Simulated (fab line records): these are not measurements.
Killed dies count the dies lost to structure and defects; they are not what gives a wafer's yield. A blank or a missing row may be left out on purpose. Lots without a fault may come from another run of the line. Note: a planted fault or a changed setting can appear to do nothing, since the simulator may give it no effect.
fab line records | flow nand-harc
record: lots: 5 | wafers: 15 | last-day: 32
route steps=1302 shown P_STI@107 P_GATE@110 END@1302
lots that met no fault: from a run of the same line without faults
start-h: hours from the record's first day to the start of the lot's first wafer shown | wait-h: how many hours have passed since the lot's step before this one | " same as the row above | L1.1+2: a single row standing in for several wafers | - value missing, or start not given | * or withheld: withheld | < > ~ a bound
route shown NAME@n: names a module that has steps shown in the file, with the first one's number in the route | usual: mean/standard deviation of fault-free wafers | same: alike in all rows | chamber/n: place in a boat | sites: the reading at each site | _std_site: how widely they spread, as a standard deviation | _edge_site: mean of outer sites minus mean of inner sites | radius-mm: for every site, how far away it sits from the centre of the wafer | mask NAME#n: copy n | behind: the last tool/chamber to shape the wafer | hold: why the lot went on hold/how many hours it stayed there/how the hold came to an end | device: the transistor (n, p or np) that didn't switch | end of line: the same wafers' tests at the end of the route | a step with no rows: only its recipe | killed: dies that structure and defects cost at the first sort, which is not the same as the wafer's yield | map: the dies of a wafer, with x for killed, . for not killed, _ for no die there
set.NAME: the setting the step ran with; set.NAME@STEP: the setting that earlier step ran with | model.NAME: the simulator's own value behind a step, which no gauge read
a table for each step, a row for each wafer; lots at some steps of the route
services: from which hour (start-h, from the record's first day; less than 0 if before it) a tool's chamber was out of use, for how many hours, and why
== steps ==
step: NHARC_P_STI_SRD_39
step: NHARC_P_STI_OXIDE_40
recipe: target-thk-a: 100 | temp-c: 900 | ox-time-s: 1362 | material: SiO2
step: NHARC_P_STI_INSPECT_25
usual: raw-defect-count: 226/88
lot.wafer | tool              | chamber | start-h | wait-h | raw-defect-count
L459.1    | defect-inspect-01 | -       | 80.12   | 0.4    | 260
L459.3    | "                 | -       | "       | "      | 298
L459.4    | "                 | -       | "       | "      | 203
L467.2    | defect-inspect-01 | -       | 167.85  | 0.4    | 273
L467.5    | "                 | -       | "       | "      | 225
L467.6    | "                 | -       | "       | "      | 217
L468.2    | defect-inspect-02 | -       | 167.85  | 0.4    | 151
L468.5    | "                 | -       | "       | "      | 329
L468.6    | "                 | -       | "       | "      | 247
L478.2    | defect-inspect-02 | -       | 271.69  | 0.4    | 393
L478.5    | "                 | -       | "       | "      | 351
L478.6    | "                 | -       | "       | "      | 300
L481.2    | defect-inspect-01 | -       | 301.33  | 0.4    | 284
L481.5    | "                 | -       | "       | "      | 283
L481.6    | "                 | -       | "       | "      | 246
step: NHARC_P_GATE_ETCH_69
recipe: target-depth-a: 140 | chemistry: dHF | material: SiO2
step: NHARC_P_GATE_PRECLEAN_70
recipe: time-s: * | temp-c: 50 | bath-age-min: 0 | chemistry: SC1
step: NHARC_P_GATE_SRD_01
step: NHARC_P_GATE_OXIDE_02
recipe: target-thk-a: 375 | temp-c: 950 | p-h2o-torr: 720 | ox-time-s: 365 | material: SiO2
step: NHARC_P_GATE_DEHYDRATE_03
recipe: temp-c: 150 | time-s: 120
step: NHARC_P_GATE_HMDS_04
recipe: time-s: 30
step: NHARC_P_GATE_COAT_05
recipe: spin-rpm: 4690
step: NHARC_P_GATE_SOFTBAKE_06
recipe: temp-c: 122 | time-s: 95
step: NHARC_P_GATE_EBR_07
step: NHARC_P_GATE_EXPOSE_08
recipe: na: 0.6 | dose-mj: 16.75 | mask-id: P_HV
usual: exposure-dose-mJ-cm2: 16.754/0.017 | reticle-temp-C: 23.00/0.1
lot.wafer | tool           | chamber | start-h | wait-h | mask    | exposure-dose-mJ-cm2 | reticle-temp-C
L459.1    | krf-scanner-02 | 0       | 88.28   | -      | P_HV#0  | 16.761               | 22.85
L459.3    | "              | 0       | "       | "      | P_HV#0  | 16.753               | 23.03
L459.4    | "              | 0       | "       | "      | P_HV#0  | 16.741               | 22.93
L468.2    | krf-scanner-04 | 0       | 176.11  | -      | P_HV#0  | 16.742               | 23.10
L468.5    | "              | 0       | "       | "      | P_HV#0  | 16.738               | 23.30
L468.6    | "              | 0       | "       | "      | P_HV#0  | 16.735               | 22.91
L467.2    | krf-scanner-02 | 0       | 176.27  | -      | P_PSD#0 | 16.749               | 22.90
L467.5    | "              | 0       | "       | "      | P_PSD#0 | 16.729               | 22.91
L467.6    | "              | 0       | "       | "      | P_PSD#0 | 16.787               | 22.91
L478.2    | krf-scanner-04 | 0       | 282.07  | -      | P_HV#0  | 16.760               | 22.97
L478.5    | "              | 0       | "       | "      | P_HV#0  | 16.768               | 22.87
L478.6    | "              | 0       | "       | "      | P_HV#0  | 16.721               | 22.99
L481.2    | krf-scanner-03 | 0       | 309.41  | -      | P_HV#0  | 16.744               | 22.95
L481.5    | "              | 0       | "       | "      | P_HV#0  | 16.746               | 23.00
L481.6    | "              | 0       | "       | "      | P_HV#0  | 16.769               | 23.06
step: NHARC_P_GATE_PEB_09
recipe: peb-temp-c: 118 | peb-time-s: 85
step: NHARC_P_GATE_DEVELOP_10
recipe: time-s: 70
step: NHARC_P_GATE_CD_MEAS_11
recipe: target-cd-nm: 1640 | landing-energy-ev: 500
usual: cd-nm: 1640.3/1.9
lot.wafer | tool      | chamber | start-h | wait-h | cd-nm
L459.1    | cd-sem-03 | 0       | 88.44   | -      | 1639.0
L459.3    | "         | 0       | "       | "      | 1640.9
L459.4    | "         | 0       | "       | "      | 1638.4
L468.2    | cd-sem-03 | 0       | 176.26  | -      | 1638.6
L468.5    | "         | 0       | "       | "      | 1639.2
L468.6    | "         | 0       | "       | "      | 1640.1
L467.2    | cd-sem-03 | 0       | 176.42  | -      | -
L467.5    | "         | 0       | "       | "      | -
L467.6    | "         | 0       | "       | "      | -
L478.2    | cd-sem-01 | 0       | 282.23  | -      | 1639.4
L478.5    | "         | 0       | "       | "      | 1639.8
L478.6    | "         | 0       | "       | "      | 1638.5
L481.2    | cd-sem-02 | 0       | 309.57  | -      | 1638.7
L481.5    | "         | 0       | "       | "      | 1639.5
L481.6    | "         | 0       | "       | "      | 1638.7
step: NHARC_P_GATE_HARDBAKE_12
recipe: temp-c: 125 | time-s: 80
step: NHARC_END_SORT_01
recipe: temp-c: 25
usual: killed-at-array: 54/12 | killed-at-other: 0.7/1.1 | killed-at-periphery: 3.9/2.8 | killed-dies: 59/13 | killed-open: 3.4/2 | killed-short: 2.5/1.7
same: gross-dies: 677
lot.wafer | tool      | chamber | start-h | wait-h | killed-at-array | killed-at-other | killed-at-periphery | killed-dies | killed-open | killed-short
L467.2    | prober-01 | 0       | 652.68  | 2.8    | 57              | 5               | 615                 | 677         | 2           | 3
L467.5    | prober-01 | 0       | 655.05  | 3.7    | 57              | 0               | 620                 | 677         | 6           | 5
L467.6    | prober-01 | 0       | 655.84  | 4.0    | 52              | 3               | 622                 | 677         | 3           | 2
killed by level:class
L467.2 P_GATE:area-expose=612 A_SLIT:chamber-film-flake=24 A_CHANNEL_HOLE_D2:chamber-film-flake=16 THIN_TSV:chamber-film-flake=5 A_CHANNEL_FILL_D2:chamber-film-flake=4 A_BONDPAD:chamber-film-flake=3 A_CHANNEL_HOLE_D1:chamber-film-flake=2 A_BLC:chamber-film-flake=2
L467.5 P_GATE:area-expose=614 A_SLIT:chamber-film-flake=19 A_CHANNEL_HOLE_D2:chamber-film-flake=15 A_BONDPAD:chamber-film-flake=5 P_BONDPAD:chamber-film-flake=3 A_CHANNEL_HOLE_D1:chamber-film-flake=3 P_GATE:chamber-film-flake=2 A_BLC:geometric-particle:open=2
L467.6 P_GATE:area-expose=619 A_SLIT:chamber-film-flake=25 A_CHANNEL_HOLE_D2:chamber-film-flake=14 A_CHANNEL_FILL_D2:chamber-film-flake=3 THIN_TSV:chamber-film-flake=3 A_CHANNEL_HOLE_D1:chamber-film-flake=2 A_BONDPAD:chamber-film-flake=2 P_GATE:geometric-particle:short=1
map L467.2 (x killed, . not)
____________x____________
_________xxxxxxx_________
_______xxxxxxxxxxx_______
______xxxxxxxxxxxxx______
_____xxxxxxxxxxxxxxx_____
____xxxxxxxxxxxxxxxxx____
____xxxxxxxxxxxxxxxxx____
___xxxxxxxxxxxxxxxxxxx___
___xxxxxxxxxxxxxxxxxxx___
__xxxxxxxxxxxxxxxxxxxxx__
__xxxxxxxxxxxxxxxxxxxxx__
_xxxxxxxxxxxxxxxxxxxxxxx_
_xxxxxxxxxxxxxxxxxxxxxxx_
_xxxxxxxxxxxxxxxxxxxxxxx_
_xxxxxxxxxxxxxxxxxxxxxxx_
_xxxxxxxxxxxxxxxxxxxxxxx_
xxxxxxxxxxxxxxxxxxxxxxxxx
xxxxxxxxxxxxxxxxxxxxxxxxx
xxxxxxxxxxxxxxxxxxxxxxxxx
xxxxxxxxxxxxxxxxxxxxxxxxx
xxxxxxxxxxxxxxxxxxxxxxxxx
_xxxxxxxxxxxxxxxxxxxxxxx_
_xxxxxxxxxxxxxxxxxxxxxxx_
_xxxxxxxxxxxxxxxxxxxxxxx_
_xxxxxxxxxxxxxxxxxxxxxxx_
_xxxxxxxxxxxxxxxxxxxxxxx_
__xxxxxxxxxxxxxxxxxxxxx__
__xxxxxxxxxxxxxxxxxxxxx__
___xxxxxxxxxxxxxxxxxxx___
___xxxxxxxxxxxxxxxxxxx___
____xxxxxxxxxxxxxxxxx____
____xxxxxxxxxxxxxxxxx____
_____xxxxxxxxxxxxxxx_____
______xxxxxxxxxxxxx______
_______xxxxxxxxxxx_______
_________xxxxxxx_________
____________x____________
map L459.4 (x killed, . not)
____________x____________
_________...xxxx_________
_______.....xxx.x._______
______....xx.xxx...______
_____.....x.xxx....._____
____.......xxxx.x....____
____.......x..x......____
___...................___
___...................___
__...........xx........__
__.....................__
_...............x......x_
_..x..................x._
_.x...................x._
_.....x..............xx._
_.....................xx_
....................xxxxx
......................xxx
.............x.......xxx.
......xx...xx.......xxxxx
.......x..x....x......xxx
_x...................xxx_
_.....................x._
_............x......x.x._
_..................x...._
_................x......_
__.....................__
__...............xxx.x.__
___................xxx___
___..............x.x.x___
____............x.x..____
____......x.....x.xxx____
_____......x.......x_____
______...........xx______
_______.........x._______
_________......._________
____________.____________
== services ==
tool           | chamber | start-h | hours | kind
krf-scanner-03 | -       | 72.15   | 4.0   | pm
krf-scanner-02 | -       | 98.45   | 0.4   | repair
krf-scanner-04 | 0       | 104.95  | -     | calibration
krf-scanner-02 | 0       | 124.68  | -     | calibration
krf-scanner-03 | 0       | 130.30  | -     | calibration
krf-scanner-03 | -       | 164.54  | 0.3   | repair
krf-scanner-04 | -       | 182.00  | 4.0   | pm
krf-scanner-04 | -       | 198.20  | 0.4   | repair
krf-scanner-02 | -       | 207.02  | 2.7   | repair
krf-scanner-02 | -       | 221.65  | 4.0   | pm
krf-scanner-03 | -       | 234.08  | 0.9   | repair
krf-scanner-03 | -       | 244.15  | 4.0   | pm
krf-scanner-03 | -       | 248.84  | 0.4   | repair
krf-scanner-04 | 0       | 262.22  | -     | calibration
krf-scanner-03 | 0       | 293.01  | -     | calibration
krf-scanner-02 | 0       | 294.65  | -     | calibration
== key ==
first-sign: step: NHARC_P_GATE_EXPOSE_08 | reading: mask | direction: changed
effect: step: NHARC_P_GATE_CD_MEAS_11 | reading: cd-nm | direction: missing
effect: step: NHARC_END_SORT_01 | reading: killed-at-periphery | direction: up | sigmas: 99+ | usual: 3.9 | struck: 619
more-kills-born-at: NHARC_P_GATE_EXPOSE_08@krf-scanner-02: 1845
met-at NHARC_P_GATE_EXPOSE_08
struck-wafers L467.2,L467.5,L467.6
later-rows-left-out L467.2,L467.5,L467.6
tester-left-out L467
onset-between 88.28 176.27
fault: kind: wrong-mask | tool: any | chamber: - | onset-h: 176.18 | steps: NHARC_P_GATE_EXPOSE_08 | aux-copy: P_PSD#0 | scope: struck-lots-only
tester-left-out: of these lots the tester's yield and bins aren't shown, on N5 and GAA mostly nor the transistor test; their killed dies are dies lost to structure and defects alone, not to doping, threshold or leakage, so they don't give the yield
later-rows-left-out: the simulator's readings of these wafers behind a module that went badly wrong aren't trusted and aren't shown, but for the sort
